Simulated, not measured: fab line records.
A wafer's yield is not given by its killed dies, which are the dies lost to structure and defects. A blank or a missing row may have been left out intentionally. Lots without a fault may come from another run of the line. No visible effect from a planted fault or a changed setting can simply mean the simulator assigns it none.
Which tool did it?    flow n5_finfet    23 lots, 69 wafers sampled, at 6 steps of a route of 1938

WHAT EACH GAUGE READ, for each wafer
The record holds no reading of a measuring or inspecting step that can be judged against a usual standard deviation.

WHAT TOOL EACH LOT RAN ON (gives the tool, then ch and the chambers of the sampled wafers, and finally the start)
lot   N5_HKMG_FIN_DESCUM_53              N5_HKMG_FIN_PWFM_ALD_03             N5_HKMG_FIN_DESCUM_17              N5_GATE_CUT_ETCH_56               N5_GATE_CUT_ETCHBACK_30           N5_GATE_CUT_VAPOR_ETCH_60
L074  rie_diel-04 ch 0,1,2, day 3 22:25  ald_metal-03 ch 0,3, day 4 00:53    rie_diel-01 ch 0,2, day 4 01:49    rie_metal-01 ch 0,1, day 4 06:30  rie_metal-01 ch 0,1, day 4 06:35  rie_metal-01 ch 0,1, day 4 06:37
L075  rie_diel-03 ch 1,2,3, day 4 11:41  ald_metal-03 ch 0,2,3, day 4 14:08  rie_diel-01 ch 0,2, day 4 15:11    rie_metal-01 ch 0,1, day 4 20:11  rie_metal-01 ch 0,1, day 4 20:17  rie_metal-01 ch 0,1, day 4 20:19
L076  rie_diel-03 ch 0,1,2, day 4 15:05  ald_metal-04 ch 1,2, day 4 17:32    rie_diel-03 ch 0,1,3, day 4 18:28  rie_metal-01 ch 0,1, day 4 23:05  rie_metal-01 ch 0,1, day 4 23:10  rie_metal-01 ch 0,1, day 4 23:11
L077  rie_diel-04 ch 2,3, day 4 19:11    ald_metal-02 ch 0,1, day 4 21:38    rie_diel-03 ch 1,2,3, day 4 22:34  rie_metal-03 ch 0,1, day 5 03:06  rie_metal-03 ch 0,1, day 5 03:11  rie_metal-03 ch 0,1, day 5 03:13
L078  rie_diel-03 ch 0,1, day 5 01:05    ald_metal-03 ch 1,2,3, day 5 03:34  rie_diel-04 ch 0,2, day 5 04:45    rie_metal-01 ch 0,1, day 5 09:24  rie_metal-01 ch 0,1, day 5 09:28  rie_metal-01 ch 0,1, day 5 09:30
L079  rie_diel-03 ch 0,1,3, day 5 05:28  ald_metal-02 ch 1,2, day 5 07:55    rie_diel-04 ch 1,2,3, day 5 08:54  rie_metal-02 ch 0,1, day 5 13:35  rie_metal-02 ch 0,1, day 5 13:40  rie_metal-02 ch 0,1, day 5 13:42
L080  rie_diel-03 ch 0,1, day 5 12:00    ald_metal-03 ch 0,1,2, day 5 14:28  rie_diel-01 ch 0,1,3, day 5 15:23  rie_metal-03 ch 1, day 5 20:07    rie_metal-03 ch 1, day 5 20:15    rie_metal-03 ch 1, day 5 20:19
L081  rie_diel-04 ch 2,3, day 6 02:17    ald_metal-02 ch 0,1, day 6 04:44    rie_diel-01 ch 0,2,3, day 6 05:40  rie_metal-01 ch 0,1, day 6 10:32  rie_metal-01 ch 0,1, day 6 10:36  rie_metal-01 ch 0,1, day 6 10:38
L082  rie_diel-01 ch 1,2,3, day 6 02:53  ald_metal-03 ch 0,2,3, day 6 05:20  rie_diel-01 ch 0,1,3, day 6 06:16  rie_metal-02 ch 1, day 6 11:04    rie_metal-02 ch 1, day 6 11:14    rie_metal-02 ch 1, day 6 11:18
L083  rie_diel-04 ch 0,1,2, day 6 07:34  ald_metal-04 ch 1,2,3, day 6 10:13  rie_diel-03 ch 1,2,3, day 6 11:20  rie_metal-01 ch 0,1, day 6 16:07  rie_metal-01 ch 0,1, day 6 16:12  rie_metal-01 ch 0,1, day 6 16:14
L084  rie_diel-04 ch 0,1,3, day 6 13:14  ald_metal-02 ch 0,2,3, day 6 15:41  rie_diel-01 ch 1,2,3, day 6 16:38  rie_metal-03 ch 1, day 6 21:32    rie_metal-03 ch 1, day 6 21:40    rie_metal-03 ch 1, day 6 21:43
L085  rie_diel-01 ch 1,2,3, day 6 19:44  ald_metal-03 ch 1,3, day 6 22:10    rie_diel-04 ch 0,1,2, day 6 22:58  rie_metal-02 ch 0,1, day 7 03:38  rie_metal-02 ch 0,1, day 7 03:43  rie_metal-02 ch 0,1, day 7 03:45
L086  rie_diel-04 ch 0,1,3, day 7 00:26  ald_metal-02 ch 0,2,3, day 7 02:53  rie_diel-01 ch 0,2,3, day 7 03:49  rie_metal-01 ch 0,1, day 7 08:28  rie_metal-01 ch 0,1, day 7 08:33  rie_metal-01 ch 0,1, day 7 08:35
L087  rie_diel-01 ch 1,2,3, day 7 05:38  ald_metal-04 ch 0,2,3, day 7 08:05  rie_diel-04 ch 0,1,2, day 7 09:08  rie_metal-01 ch 0,1, day 7 14:19  rie_metal-01 ch 0,1, day 7 14:25  rie_metal-01 ch 0,1, day 7 14:26
L089  rie_diel-01 ch 0,1, day 7 18:41    ald_metal-04 ch 0,3, day 7 21:18    rie_diel-03 ch 0,1,3, day 7 22:15  rie_metal-01 ch 0, day 8 02:58    rie_metal-01 ch 0, day 8 03:04    rie_metal-01 ch 0, day 8 03:05
L090  rie_diel-04 ch 2,3, day 7 22:12    ald_metal-03 ch 0,2,3, day 8 00:50  rie_diel-01 ch 0,1,3, day 8 01:38  rie_metal-01 ch 0,1, day 8 06:12  rie_metal-01 ch 0,1, day 8 06:17  rie_metal-01 ch 0,1, day 8 06:19
L091  rie_diel-01 ch 0,1, day 8 04:43    ald_metal-03 ch 1,2,3, day 8 07:14  rie_diel-04 ch 0,2, day 8 08:10    rie_metal-02 ch 0,1, day 8 12:44  rie_metal-02 ch 0,1, day 8 12:50  rie_metal-02 ch 0,1, day 8 12:52
L092  rie_diel-04 ch 0,2,3, day 8 10:12  ald_metal-04 ch 0,1,3, day 8 12:39  rie_diel-01 ch 1,2,3, day 8 13:35  rie_metal-02 ch 0,1, day 8 18:07  rie_metal-02 ch 0,1, day 8 18:12  rie_metal-02 ch 0,1, day 8 18:14
L093  rie_diel-04 ch 0,1, day 8 16:45    ald_metal-02 ch 0,2,3, day 8 19:11  rie_diel-01 ch 1,2,3, day 8 20:16  rie_metal-01 ch 0,1, day 9 00:50  rie_metal-01 ch 0,1, day 9 00:55  rie_metal-01 ch 0,1, day 9 00:57
L094  rie_diel-04 ch 0,1, day 9 03:46    ald_metal-04 ch 0,1,2, day 9 06:19  rie_diel-04 ch 0,1,2, day 9 07:15  rie_metal-03 ch 0,1, day 9 11:47  rie_metal-03 ch 0,1, day 9 11:53  rie_metal-03 ch 0,1, day 9 11:55
L095  rie_diel-04 ch 0,1,3, day 9 05:27  ald_metal-04 ch 1,2,3, day 9 08:01  rie_diel-04 ch 2,3, day 9 08:49    rie_metal-03 ch 0,1, day 9 13:24  rie_metal-03 ch 0,1, day 9 13:28  rie_metal-03 ch 0,1, day 9 13:30
L096  rie_diel-04 ch 0,2,3, day 9 13:10  ald_metal-03 ch 0,1,2, day 9 15:37  rie_diel-03 ch 0,1,2, day 9 16:38  rie_metal-02 ch 0, day 9 21:23    rie_metal-02 ch 0, day 9 21:29    rie_metal-02 ch 0, day 9 21:31
L097  rie_diel-01 ch 0,1, day 9 16:31    ald_metal-04 ch 1,2, day 9 19:10    rie_diel-03 ch 0,1,3, day 9 20:35  rie_metal-02 ch 1, day 10 01:20   rie_metal-02 ch 1, day 10 01:30   rie_metal-02 ch 1, day 10 01:34
- N5_HKMG_FIN_DESCUM_53: chemistry O2, time 7.9 s.
- N5_HKMG_FIN_PWFM_ALD_03: deposits TiN, target thk 2 nm, pulse time 1 s, purge time 3 s.
- N5_HKMG_FIN_DESCUM_17: chemistry O2, time 7.9 s.
- N5_GATE_CUT_ETCH_56: etches TiN in Cl2/Ar, target depth 21.6 nm.
- N5_GATE_CUT_ETCHBACK_30: etches TiN in Cl2/Ar, target depth 3 nm.
- N5_GATE_CUT_VAPOR_ETCH_60: etches HfO2 in BCl3/Cl2.

WHAT THE TOOLS THEMSELVES READ (means of the sampled wafers that have a number; where no wafer has one, the mark that the record gives instead)
N5_HKMG_FIN_DESCUM_53. Usual: drypump_motor_current_A 5.51 A, standard deviation 0.26; oes_product_au 0.75 a.u., standard deviation 0.086; rf_vpp_V 242.8 V, standard deviation 1.2; showerhead_plenum_p_Torr 2.07 Torr, standard deviation 0.064; throttle_valve_pct 20.33 %, standard deviation 0.18.
lot   tool         drypump_motor_current_A (A)  oes_product_au (a.u.)  rf_vpp_V (V)  showerhead_plenum_p_Torr (Torr)  throttle_valve_pct (%)  flag
L074  rie_diel-04  5.63                         0.73                   243.2         2.05                             20.29                   
L075  rie_diel-03  5.39                         0.77                   243.4         2.10                             20.67                   
L076  rie_diel-03  5.53                         0.69                   242.6         2.10                             20.52                   
L077  rie_diel-04  5.29                         0.74                   243.0         2.08                             20.27                   
L078  rie_diel-03  5.84                         0.69                   243.9         2.15                             20.28                   
L079  rie_diel-03  5.70                         0.76                   244.0         2.15                             20.44                   
L080  rie_diel-03  5.84                         0.68                   243.3         2.15                             20.47                   
L081  rie_diel-04  5.28                         0.74                   242.9         2.07                             20.30                   
L082  rie_diel-01  5.56                         0.79                   242.6         2.01                             20.30                   
L083  rie_diel-04  5.61                         0.72                   242.9         2.04                             20.31                   
L084  rie_diel-04  5.54                         0.74                   242.0         2.05                             20.31                   
L085  rie_diel-01  5.54                         0.78                   242.7         2.00                             20.31                   
L086  rie_diel-04  5.54                         0.74                   241.5         2.05                             20.32                   
L087  rie_diel-01  5.55                         0.79                   242.6         2.00                             20.32                   
L089  rie_diel-01  5.44                         0.70                   243.1         2.10                             20.36                   
L090  rie_diel-04  5.28                         0.72                   242.5         2.07                             20.30                   
L091  rie_diel-01  5.44                         0.70                   243.1         2.10                             20.37                   
L092  rie_diel-04  5.39                         0.71                   243.6         2.07                             20.34                   
L093  rie_diel-04  5.78                         0.71                   241.8         2.01                             20.33                   
L094  rie_diel-04  5.78                         0.72                   241.7         2.00                             20.33                   
L095  rie_diel-04  5.55                         0.72                   242.1         2.04                             20.34                   
L096  rie_diel-04  5.37                         0.82                   242.4         2.07                             20.22                   
L097  rie_diel-01  5.53                         0.69                   241.8         2.04                             20.42                   

N5_HKMG_FIN_PWFM_ALD_03. Usual: heater_power_w 865 W, standard deviation 87; precursor_pulse_height_rel 1.000, standard deviation 0.02.
lot   tool          heater_power_w (W)  precursor_pulse_height_rel  flag
L074  ald_metal-03  817                 1.021                       
L075  ald_metal-03  851                 0.996                       
L076  ald_metal-04  851                 0.994                       
L077  ald_metal-02  936                 0.995                       
L078  ald_metal-03  911                 0.982                       
L079  ald_metal-02  914                 1.002                       
L080  ald_metal-03  858                 0.980                       
L081  ald_metal-02  946                 0.991                       
L082  ald_metal-03  852                 1.018                       
L083  ald_metal-04  836                 0.985                       
L084  ald_metal-02  952                 0.974                       
L085  ald_metal-03  932                 1.012                       
L086  ald_metal-02  960                 0.984                       
L087  ald_metal-04  813                 1.008                       
L089  ald_metal-04  750                 1.007                       
L090  ald_metal-03  853                 1.007                       
L091  ald_metal-03  928                 1.021                       
L092  ald_metal-04  781                 1.008                       
L093  ald_metal-02  950                 1.036                       
L094  ald_metal-04  835                 0.983                       
L095  ald_metal-04  819                 0.990                       
L096  ald_metal-03  855                 1.016                       
L097  ald_metal-04  881                 0.997                       

N5_HKMG_FIN_DESCUM_17. Usual: drypump_motor_current_A 5.51 A, standard deviation 0.28; oes_product_au 0.77 a.u., standard deviation 0.095; rf_vpp_V 242.8 V, standard deviation 1.5; showerhead_plenum_p_Torr 2.07 Torr, standard deviation 0.076; throttle_valve_pct 20.36 %, standard deviation 0.2.
lot   tool         drypump_motor_current_A (A)  oes_product_au (a.u.)  rf_vpp_V (V)  showerhead_plenum_p_Torr (Torr)  throttle_valve_pct (%)  flag
L074  rie_diel-01  5.49                         0.74                   243.8         2.11                             20.35                   
L075  rie_diel-01  5.63                         0.75                   242.2         2.05                             20.40                   
L076  rie_diel-03  5.70                         0.76                   244.5         2.16                             20.44                   
L077  rie_diel-03  5.41                         0.76                   243.3         2.10                             20.68                   
L078  rie_diel-04  5.49                         0.72                   242.1         2.08                             20.32                   
L079  rie_diel-04  5.50                         0.73                   243.2         2.05                             20.27                   
L080  rie_diel-01  5.40                         0.79                   242.3         2.07                             20.26                   
L081  rie_diel-01  5.44                         0.80                   243.1         2.06                             20.29                   
L082  rie_diel-01  5.41                         0.79                   243.0         2.06                             20.24                   
L083  rie_diel-03  5.40                         0.85                   245.0         2.19                             20.56                   
L084  rie_diel-01  5.54                         0.79                   242.5         2.00                             20.31                   
L085  rie_diel-04  5.61                         0.71                   242.1         2.04                             20.31                   
L086  rie_diel-01  5.45                         0.79                   242.9         2.06                             20.29                   
L087  rie_diel-04  5.62                         0.71                   243.2         2.04                             20.33                   
L089  rie_diel-03  5.70                         0.83                   242.8         2.15                             20.36                   
L090  rie_diel-01  5.40                         0.78                   243.4         2.06                             20.29                   
L091  rie_diel-04  5.49                         0.71                   242.6         2.07                             20.37                   
L092  rie_diel-01  5.55                         0.76                   241.7         2.00                             20.33                   
L093  rie_diel-01  5.53                         0.76                   241.0         2.00                             20.33                   
L094  rie_diel-04  5.60                         0.81                   242.2         2.03                             20.21                   
L095  rie_diel-04  5.26                         0.82                   242.5         2.07                             20.19                   
L096  rie_diel-03  5.52                         0.84                   244.7         2.17                             20.34                   
L097  rie_diel-03  5.71                         0.81                   243.4         2.14                             20.39                   

N5_GATE_CUT_ETCH_56. Usual: bias_w 60.00 W, standard deviation 0.19; drypump_motor_current_A 5.8 A, standard deviation 0.55; oes_product_au 0.78 a.u., standard deviation 0.13; throttle_valve_pct 21.02 %, standard deviation 0.29.
lot   tool          bias_w (W)  drypump_motor_current_A (A)  oes_product_au (a.u.)  throttle_valve_pct (%)  flag
L074  rie_metal-01  59.86       5.7                          0.77                   21.18                   
L075  rie_metal-01  59.97       5.7                          0.76                   21.19                   
L076  rie_metal-01  60.03       5.7                          0.76                   21.20                   
L077  rie_metal-03  60.01       6.2                          0.82                   20.61                   
L078  rie_metal-01  60.11       5.5                          0.83                   21.04                   
L079  rie_metal-02  60.04       5.8                          0.63                   20.93                   
L080  rie_metal-03  60.05       5.3                          0.60                   21.16                   
L081  rie_metal-01  59.89       5.6                          0.82                   21.06                   
L082  rie_metal-02  59.85       6.7                          0.71                   21.12                   
L083  rie_metal-01  60.05       5.7                          0.75                   21.20                   
L084  rie_metal-03  60.27       5.3                          0.60                   21.17                   
L085  rie_metal-02  60.07       6.2                          0.80                   20.94                   
L086  rie_metal-01  59.90       5.7                          0.74                   21.20                   
L087  rie_metal-01  60.11       5.6                          0.81                   21.07                   
L089  rie_metal-01  60.17       5.8                          0.68                   21.36                   
L090  rie_metal-01  59.99       5.7                          0.73                   21.22                   
L091  rie_metal-02  60.24       5.8                          0.87                   20.75                   
L092  rie_metal-02  60.00       5.8                          0.87                   20.76                   
L093  rie_metal-01  60.08       5.7                          0.73                   21.22                   
L094  rie_metal-03  59.90       5.8                          0.97                   20.72                   
L095  rie_metal-03  60.06       5.8                          0.97                   20.71                   
L096  rie_metal-02  59.82       5.3                          0.93                   20.57                   
L097  rie_metal-02  60.05       6.7                          0.69                   21.15                   

N5_GATE_CUT_ETCHBACK_30. Usual: bias_w 59.97 W, standard deviation 0.18; drypump_motor_current_A 5.8 A, standard deviation 0.55; oes_product_au 0.78 a.u., standard deviation 0.13; throttle_valve_pct 21.02 %, standard deviation 0.29.
lot   tool          bias_w (W)  drypump_motor_current_A (A)  oes_product_au (a.u.)  throttle_valve_pct (%)  flag
L074  rie_metal-01  60.07       5.7                          0.77                   21.19                   
L075  rie_metal-01  60.05       5.7                          0.76                   21.18                   
L076  rie_metal-01  59.94       5.7                          0.76                   21.19                   
L077  rie_metal-03  60.05       6.3                          0.82                   20.60                   
L078  rie_metal-01  59.95       5.6                          0.83                   21.03                   
L079  rie_metal-02  59.93       5.8                          0.62                   20.93                   
L080  rie_metal-03  59.77       5.3                          0.60                   21.17                   
L081  rie_metal-01  59.94       5.5                          0.82                   21.06                   
L082  rie_metal-02  59.78       6.7                          0.71                   21.13                   
L083  rie_metal-01  59.70       5.7                          0.76                   21.19                   
L084  rie_metal-03  59.93       5.3                          0.60                   21.17                   
L085  rie_metal-02  60.02       6.2                          0.80                   20.93                   
L086  rie_metal-01  60.05       5.7                          0.75                   21.21                   
L087  rie_metal-01  60.13       5.6                          0.81                   21.07                   
L089  rie_metal-01  60.03       5.9                          0.67                   21.37                   
L090  rie_metal-01  60.03       5.7                          0.74                   21.21                   
L091  rie_metal-02  59.92       5.8                          0.87                   20.75                   
L092  rie_metal-02  59.95       5.8                          0.87                   20.76                   
L093  rie_metal-01  59.98       5.7                          0.74                   21.21                   
L094  rie_metal-03  60.19       5.8                          0.97                   20.73                   
L095  rie_metal-03  60.09       5.8                          0.97                   20.70                   
L096  rie_metal-02  60.12       5.3                          0.93                   20.57                   
L097  rie_metal-02  59.89       6.7                          0.69                   21.15                   

N5_GATE_CUT_VAPOR_ETCH_60. Usual: drypump_motor_current_A 5.8 A, standard deviation 0.55; oes_product_au 0.78 a.u., standard deviation 0.13.
lot   tool          drypump_motor_current_A (A)  oes_product_au (a.u.)  flag
L074  rie_metal-01  5.7                          0.77                   
L075  rie_metal-01  5.7                          0.77                   
L076  rie_metal-01  5.7                          0.77                   
L077  rie_metal-03  6.2                          0.81                   
L078  rie_metal-01  5.5                          0.84                   
L079  rie_metal-02  5.8                          0.62                   
L080  rie_metal-03  5.3                          0.59                   
L081  rie_metal-01  5.5                          0.82                   
L082  rie_metal-02  6.7                          0.69                   
L083  rie_metal-01  5.7                          0.76                   
L084  rie_metal-03  5.3                          0.59                   
L085  rie_metal-02  6.2                          0.79                   
L086  rie_metal-01  5.7                          0.76                   
L087  rie_metal-01  5.5                          0.82                   
L089  rie_metal-01  5.8                          0.69                   
L090  rie_metal-01  5.7                          0.74                   
L091  rie_metal-02  5.8                          0.88                   
L092  rie_metal-02  5.8                          0.87                   
L093  rie_metal-01  5.7                          0.74                   
L094  rie_metal-03  5.8                          0.96                   
L095  rie_metal-03  5.8                          0.96                   
L096  rie_metal-02  5.3                          0.94                   
L097  rie_metal-02  6.7                          0.67                   

THE ANSWER, worked out from the rows above alone
Rule: a lot counts as off when the mean over its wafers that have a number is more than 3 standard deviations away from the usual mean. A lot without any number at a reading at which 4 lots or more have one is off too. Where the step has rows for the other lots, those lots are counted as sound. The gauges are gone through in route order, then the tools' own readings, and for those a lot's mean is taken as printed above. At the first step where some lot is off, the reading lying furthest off is the one used; lots without a number count as furthest.
No lot is off on any of the readings shown, so nothing can be concluded from this.

WHAT HAD BEEN PUT IN BY THE SIMULATOR
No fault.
